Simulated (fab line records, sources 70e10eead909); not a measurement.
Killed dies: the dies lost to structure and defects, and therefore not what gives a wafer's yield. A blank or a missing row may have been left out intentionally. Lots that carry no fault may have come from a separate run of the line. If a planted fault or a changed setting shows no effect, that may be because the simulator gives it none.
fab line records	flow nand_harc
record lots=13	wafers=39	last_day=24
route steps=1159 shown A_CONTACT@865 THIN_TSV@1126 END@1158
lots that met no fault: from a run of the same line without faults
start_h: hours from the record's first day to the start of the lot's first wafer shown	wait_h: time in hours since the lot's previous step	" repeats the value in the row above	L1.1+2: a row that stands for several wafers	- no value, or no start was given	* or withheld: withheld	< > ~ a bound
route shown NAME@n: NAME is a module with steps in the file, n the number in the route of the first one	usual: mean/standard deviation taken from wafers without a fault	same: alike in all rows	chamber/n: place in a boat	sites: the reading at each site	_std_site: how widely they spread, as a standard deviation	_edge_site: mean of outer sites minus mean of inner sites	radius_mm: for every site, how far away it sits from the centre of the wafer	mask NAME#n: copy n	behind: the last tool/chamber to shape the wafer	hold: the reason the lot was held/the length of the hold in hours/how it ended	device: the n, p or np transistor that did not switch	end of line: tests run on the same wafers once the route is complete	a step without rows: its recipe alone	killed: dies lost to structure and defects at the first sort, not the wafer's yield	map: shows each die of a wafer: x if killed, . if not, _ if none is there
set.NAME: the run value of the setting; set.NAME@STEP: its run value at that earlier step	model.NAME: the simulator's own value behind a step, which no gauge read
one table for each step of the route and one row for each wafer, over a sample of lots
services: a tool's chamber out of use, with start hour (start_h, from the record's first day; less than 0 if before it), hours out, and reason
## steps
# step NHARC_A_CONTACT_ETCH_114
# recipe source_w=withheld	pressure_mtorr=20	bias_v=3000	time_s=94	target_depth_a=9220	ar_flow_sccm=withheld	c4f8_flow_sccm=withheld	o2_flow_sccm=withheld	chemistry=C4F8/O2/Ar
lot.wafer	tool	chamber	start_h	wait_h	rf_hours_counter_h
L459.1	har_cap_etch-03	1	373.39	0.1	81
L459.3	"	1	"	"	-
L459.5	"	0	"	"	-
L461.2	har_cap_etch-02	0	373.64	0.1	9
L461.6	"	0	"	"	-
L461.5	"	1	"	"	-
L460.1	har_cap_etch-01	0	383.86	0.1	56
L460.4	"	1	"	"	-
L460.6	"	0	"	"	-
L464.2	har_cap_etch-03	0	384.56	0.1	83
L464.3	"	0	"	"	-
L464.6	"	1	"	"	-
L465.1	har_cap_etch-02	1	392.44	0.1	13
L465.3	"	1	"	"	-
L465.5	"	1	"	"	-
L462.4	har_cap_etch-03	0	396.56	0.1	-
L462.3	"	1	"	"	-
L462.6	"	1	"	"	-
L466.2	har_cap_etch-02	0	403.38	0.1	14
L466.3	"	1	"	"	-
L466.4	"	0	"	"	-
L463.2	har_cap_etch-03	0	404.30	0.1	88
L463.3	"	1	"	"	-
L463.6	"	1	"	"	-
L469.2	har_cap_etch-02	1	442.63	0.1	19
L469.3	"	1	"	"	-
L469.5	"	0	"	"	-
L475.1	har_cap_etch-03	1	461.16	1.1	97
L475.2	"	0	"	"	97
L475.6	"	1	"	"	-
L480.2	har_cap_etch-03	1	490.26	0.1	104
L480.3	"	0	"	"	-
L480.5	"	0	"	"	-
L481.1	har_cap_etch-01	0	494.30	0.1	74
L481.4	"	0	"	"	-
L481.3	"	1	"	"	-
L479.1	har_cap_etch-03	1	500.60	0.1	105
L479.4	"	1	"	"	-
L479.5	"	0	"	"	-
# step NHARC_THIN_TSV_STRIP_62
# recipe power_w=1500	temp_c=250	time_s=20	chemistry=N2/H2
# usual drypump_motor_current_A=5.67/0.23	heater_power_w=321/24
lot.wafer	tool	chamber	start_h	wait_h	drypump_motor_current_A	heater_power_w	rf_hours_counter_h
L461.2	plasma_asher-02	0	429.41	-	5.77	356	24
L461.6	"	0	"	"	5.78	353	-
L461.5	"	1	"	"	5.30	325	-
L459.1	plasma_asher-02	1	431.03	-	5.27	323	26
L459.3	"	1	"	"	5.32	327	-
L459.5	"	1	"	"	5.33	316	-
L460.1	plasma_asher-02	0	436.41	-	5.79	351	31
L460.4	"	1	"	"	5.29	312	-
L460.6	"	1	"	"	5.29	323	-
L464.2	plasma_asher-02	1	437.28	-	5.34	329	31
L464.3	"	0	"	"	5.78	342	-
L464.6	"	1	"	"	5.32	324	-
L465.1	plasma_asher-02	1	447.06	-	5.30	314	34
L465.3	"	0	"	"	5.75	354	-
L465.5	"	0	"	"	5.76	353	-
L462.3	plasma_asher-02	0	453.64	-	5.75	350	-
L462.4	"	1	"	"	5.35	321	-
L462.6	"	1	"	"	5.30	331	-
L463.2	plasma_asher-01	0	464.44	-	5.68	290	1
L463.3	"	1	"	"	5.90	323	-
L463.6	"	1	"	"	5.92	325	-
L466.2	plasma_asher-01	1	465.63	-	5.92	318	1
L466.3	"	0	"	"	5.67	284	-
L466.4	"	1	"	"	5.93	325	-
L469.2	plasma_asher-01	1	500.26	-	5.90	321	10
L469.3	"	0	"	"	5.66	286	-
L469.5	"	1	"	"	5.92	325	-
L475.1	plasma_asher-01	0	529.07	-	5.69	287	22
L475.2	"	1	"	"	5.94	328	22
L475.6	"	1	"	"	5.93	320	-
L480.2	plasma_asher-01	0	538.54	-	5.67	287	25
L480.3	"	0	"	"	5.70	286	-
L480.5	"	0	"	"	5.65	286	-
L481.1	plasma_asher-02	0	548.06	-	5.79	346	1
L481.4	"	1	"	"	5.26	324	-
L481.3	"	0	"	"	5.82	355	-
L479.1	plasma_asher-01	1	553.58	-	5.91	323	31
L479.4	"	1	"	"	5.90	323	-
L479.5	"	1	"	"	5.93	321	-
# step NHARC_THIN_TSV_CD_MEAS_33
# recipe target_cd_nm=5000	landing_energy_ev=500
# usual cd_nm=5000.4/2.1
lot.wafer	tool	chamber	start_h	wait_h	cd_nm
L461.2	cd_sem-01	0	432.76	-	5003.0
L461.5	"	0	"	"	5002.8
L461.6	"	0	"	"	5000.5
L459.1	cd_sem-02	0	434.32	-	5000.2
L459.3	"	0	"	"	5001.4
L459.5	"	0	"	"	5002.3
L460.1	cd_sem-02	0	439.69	-	5000.8
L460.4	"	0	"	"	5003.4
L460.6	"	0	"	"	4999.1
L464.2	cd_sem-01	0	440.60	-	4999.4
L464.3	"	0	"	"	4998.5
L464.6	"	0	"	"	4997.3
L465.1	cd_sem-01	0	450.36	-	5003.2
L465.3	"	0	"	"	5003.9
L465.5	"	0	"	"	5003.3
L462.3	cd_sem-02	0	456.90	-	4997.5
L462.4	"	0	"	"	4994.7
L462.6	"	0	"	"	4998.2
L463.2	cd_sem-03	0	468.18	-	5001.6
L463.3	"	0	"	"	4997.9
L463.6	"	0	"	"	4998.9
L466.2	cd_sem-02	0	469.44	-	4998.1
L466.3	"	0	"	"	4997.1
L466.4	"	0	"	"	4998.1
L469.2	cd_sem-02	0	503.58	-	5002.4
L469.3	"	0	"	"	5000.5
L469.5	"	0	"	"	5003.2
L475.1	cd_sem-02	0	532.29	-	5000.3
L475.2	"	0	"	"	5002.3
L475.6	"	0	"	"	5004.1
L480.2	cd_sem-03	0	541.71	-	5000.3
L480.3	"	0	"	"	5001.4
L480.5	"	0	"	"	4999.1
L481.1	cd_sem-02	0	551.23	-	4999.8
L481.3	"	0	"	"	5001.2
L481.4	"	0	"	"	5000.0
L479.1	cd_sem-03	0	556.90	-	4998.6
L479.4	"	0	"	"	4996.8
L479.5	"	0	"	"	5000.6
# step NHARC_END_WLT_00
# usual VT_DECK1_BOTTOM=0.877/0.0071	VT_DECK1_BOTTOM_INNER=0.877/0.0072	VT_DECK1_MEDIAN_NEAR_BOTTOM=0.878/0.007	VT_DECK1_MEDIAN_NEAR_BOTTOM_INNER=0.878/0.0076	VT_DECK1_MIDDLE=0.889/0.0068	VT_DECK1_MIDDLE_INNER=0.890/0.0072	VT_DECK1_TOP=0.901/0.007	VT_DECK1_TOP_INNER=0.901/0.0081
lot.wafer	tool	chamber	start_h	wait_h	VT_DECK1_BOTTOM	VT_DECK1_BOTTOM_INNER	VT_DECK1_MEDIAN_NEAR_BOTTOM	VT_DECK1_MEDIAN_NEAR_BOTTOM_INNER	VT_DECK1_MIDDLE	VT_DECK1_MIDDLE_INNER	VT_DECK1_TOP	VT_DECK1_TOP_INNER
L461.2	prober-01	-	438.65	0.5	0.867	0.870	0.884	0.875	0.887	0.892	0.906	0.910
L461.5	"	-	440.14	2.0	0.877	0.878	0.875	0.877	0.888	0.899	0.902	0.905
L461.6	"	-	"	"	0.877	0.877	0.874	0.873	0.891	0.894	0.913	0.907
L459.1	prober-01	-	445.89	7.8	0.871	0.870	0.868	0.873	0.884	0.890	0.893	0.898
L459.3	"	-	446.89	8.8	0.874	0.870	0.882	0.877	0.882	0.884	0.903	0.899
L459.5	"	-	447.89	9.8	0.874	0.877	0.877	0.865	0.887	0.880	0.889	0.900
L460.1	prober-02	-	448.53	2.9	0.864	0.861	0.857	0.852	0.872	0.872	0.885	0.868
L460.4	"	-	450.02	4.4	0.868	0.867	0.868	0.877	0.875	0.883	0.889	0.888
L460.6	"	-	"	"	0.858	0.856	0.864	0.860	0.869	0.880	0.885	0.873
L464.2	prober-01	-	454.13	8.5	0.866	0.866	0.872	0.863	0.878	0.881	0.893	0.893
L464.3	"	-	"	"	0.862	0.856	0.865	0.864	0.879	0.884	0.892	0.888
L464.6	"	-	456.13	10.5	0.873	0.872	0.869	0.869	0.883	0.879	0.892	0.899
L465.1	prober-02	-	457.90	0.1	0.872	0.870	0.873	0.870	0.886	0.884	0.895	0.897
L465.3	"	-	458.91	1.1	0.868	0.876	0.871	0.876	0.885	0.879	0.896	0.892
L465.5	"	-	459.92	2.1	0.879	0.883	0.877	0.874	0.881	0.892	0.895	0.896
L462.3	prober-01	-	463.59	1.0	0.878	0.880	0.882	0.882	0.890	0.889	0.907	0.902
L462.4	"	-	"	"	0.889	0.879	0.881	0.877	0.893	0.890	0.893	0.902
L462.6	"	-	"	"	0.873	0.879	0.873	0.882	0.892	0.886	0.899	0.901
L463.2	prober-01	-	475.88	0.5	0.872	0.878	0.864	0.864	0.890	0.897	0.913	0.912
L463.3	"	-	"	"	0.876	0.872	0.872	0.878	0.900	0.900	0.913	0.908
L463.6	"	-	477.88	2.5	0.885	0.880	0.886	0.882	0.894	0.900	0.915	0.909
L466.2	prober-02	-	475.89	0.6	0.871	0.878	0.874	0.870	0.892	0.886	0.905	0.913
L466.3	"	-	"	"	0.874	0.882	0.881	0.868	0.891	0.895	0.903	0.895
L466.4	"	-	"	"	0.877	0.887	0.874	0.891	0.888	0.893	0.897	0.901
L469.2	prober-02	-	508.59	0.6	0.871	0.872	0.872	0.867	0.882	0.894	0.896	0.898
L469.3	"	-	"	"	0.873	0.873	0.870	0.869	0.885	0.890	0.900	0.899
L469.5	"	-	"	"	0.872	0.870	0.870	0.878	0.892	0.884	0.902	0.905
L475.1	prober-01	-	543.51	7.8	0.871	0.863	0.876	0.875	0.893	0.892	0.897	0.908
L475.2	"	-	"	"	0.876	0.883	0.885	0.880	0.893	0.901	0.910	0.905
L475.6	"	-	545.96	10.3	0.875	0.885	0.888	0.886	0.890	0.899	0.895	0.905
L480.2	prober-02	-	551.87	3.9	0.872	0.879	0.880	0.881	0.889	0.897	0.908	0.901
L480.3	"	-	"	"	0.876	0.883	0.874	0.878	0.891	0.885	0.896	0.903
L480.5	"	-	"	"	0.874	0.871	0.874	0.876	0.892	0.891	0.907	0.905
L481.1	prober-01	-	559.10	2.2	0.887	0.877	0.894	0.886	0.894	0.900	0.891	0.896
L481.3	"	-	"	"	0.889	0.890	0.891	0.890	0.900	0.902	0.902	0.913
L481.4	"	-	"	"	0.880	0.886	0.885	0.883	0.902	0.895	0.899	0.909
L479.1	prober-01	-	566.81	4.0	0.896	0.890	0.885	0.888	0.905	0.899	0.917	0.922
L479.4	"	-	568.32	5.5	0.884	0.885	0.891	0.890	0.901	0.899	0.910	0.911
L479.5	"	-	"	"	0.882	0.886	0.890	0.883	0.901	0.906	0.922	0.922
# step NHARC_END_SORT_01
# recipe temp_c=25
# usual killed_at_array=29/11	killed_at_other=0.5/0.89	killed_at_periphery=3.3/2	killed_dies=32/11	killed_open=3.1/1.9	killed_short=2.3/1.6
# same gross_dies=677
lot.wafer	tool	chamber	start_h	wait_h	killed_at_array	killed_at_other	killed_at_periphery	killed_dies	killed_open	killed_short
L469.2	prober-02	0	511.87	2.8	60	0	0	60	0	0
L469.3	prober-02	0	512.67	3.1	60	0	0	60	2	4
L469.5	prober-02	0	514.26	3.7	30	0	3	33	5	3
L480.2	prober-02	0	555.12	2.8	35	0	4	39	3	3
L480.3	prober-02	0	555.92	3.1	33	0	4	37	2	2
L480.5	prober-02	0	557.51	3.7	20	0	1	21	0	0
# killed by level:class
L469.2 A_CONTACT:unspecified=31 A_CHANNEL_HOLE_D1:chamber_film_flake=21 A_CONTACT:chamber_film_flake=4 A_STAIRCASE:chamber_film_flake=2 A_WL_FILL:chamber_film_flake=1 A_BONDPAD:chamber_film_flake=1
L469.3 A_CONTACT:unspecified=31 A_CHANNEL_HOLE_D1:chamber_film_flake=19 A_ONON_D1:geometric_particle:short=1 A_CHANNEL_HOLE_D1:geometric_particle:short=1 A_CHANNEL_FILL_D1:geometric_particle:short=1 A_WL_FILL:geometric_particle:short=1 A_WL_FILL:geometric_particle:open=1 A_M0:geometric_particle:open=1
L469.5 A_CHANNEL_HOLE_D1:chamber_film_flake=19 A_WL_FILL:chamber_film_flake=3 A_BLC:geometric_particle:open=2 A_CONTACT:chamber_film_flake=2 P_GATE:geometric_particle:open=1 P_M0:geometric_particle:open=1 A_ONON_D1:geometric_particle:open=1 A_CHANNEL_HOLE_D1:geometric_particle:short=1
L480.2 A_CHANNEL_HOLE_D1:chamber_film_flake=21 A_CONTACT:chamber_film_flake=6 P_STI:chamber_film_flake=3 A_CHANNEL_FILL_D1:geometric_particle:short=2 A_STAIRCASE:chamber_film_flake=2 P_M0:geometric_particle:open=1 A_CHANNEL_FILL_D1:geometric_particle:open=1 A_WL_FILL:geometric_particle:short=1
L480.3 A_CHANNEL_HOLE_D1:chamber_film_flake=23 A_CONTACT:chamber_film_flake=7 P_GATE:chamber_film_flake=2 P_ZERO_WELL:geometric_particle:short=1 P_GATE:geometric_particle:open=1 A_SOURCE_PLATE:geometric_particle:open=1 A_CONTACT:geometric_particle:short=1 A_STAIRCASE:chamber_film_flake=1
L480.5 A_CHANNEL_HOLE_D1:chamber_film_flake=17 A_CONTACT:chamber_film_flake=3 P_STI:chamber_film_flake=1
## services
tool	chamber	start_h	hours	kind
plasma_asher-02	-	360.20	9.0	pm
plasma_asher-02	0	360.20	9.0	vent_cycle
plasma_asher-02	1	360.20	9.0	vent_cycle
plasma_asher-02	0	369.20	-	clean
plasma_asher-02	1	369.20	-	clean
plasma_asher-01	-	415.59	19.8	repair
plasma_asher-01	-	453.00	9.0	pm
plasma_asher-01	0	453.00	9.0	vent_cycle
plasma_asher-01	1	453.00	9.0	vent_cycle
plasma_asher-01	0	462.00	-	clean
plasma_asher-01	1	462.00	-	clean
plasma_asher-02	-	520.78	1.0	repair
plasma_asher-02	-	537.20	9.0	pm
plasma_asher-02	0	537.20	9.0	vent_cycle
plasma_asher-02	1	537.20	9.0	vent_cycle
har_cap_etch-03	-	545.00	17.0	pm
har_cap_etch-03	0	545.00	17.0	vent_cycle
har_cap_etch-03	1	545.00	17.0	vent_cycle
plasma_asher-02	0	546.20	-	clean
plasma_asher-02	1	546.20	-	clean
## key
first_sign step=NHARC_END_SORT_01	reading=killed_at_array	direction=up	sigmas=2.8	usual=29	struck=60
more_kills_born_at NHARC_A_CONTACT_ETCH_114@har_cap_etch-02=62
met_at NHARC_A_CONTACT_ETCH_114
struck_lots L469
struck_wafers L469.2,L469.3
tester_left_out L469
not_acting_at NHARC_THIN_TSV_STRIP_62,NHARC_THIN_TSV_CD_MEAS_33,NHARC_END_WLT_00
onset_between 403.38 442.63
fault kind=chamber_particle_source	tool=har_cap_etch-02	chamber=1	onset_h=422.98	steps=NHARC_A_CONTACT_ETCH_114	rate_per_visit_cm2=0.65651	end_h=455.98
# tester_left_out: of these lots the tester's yield and bins aren't shown, on N5 and GAA mostly nor the transistor test; their killed dies are dies lost to structure and defects alone, not to doping, threshold or leakage, so they don't give the yield
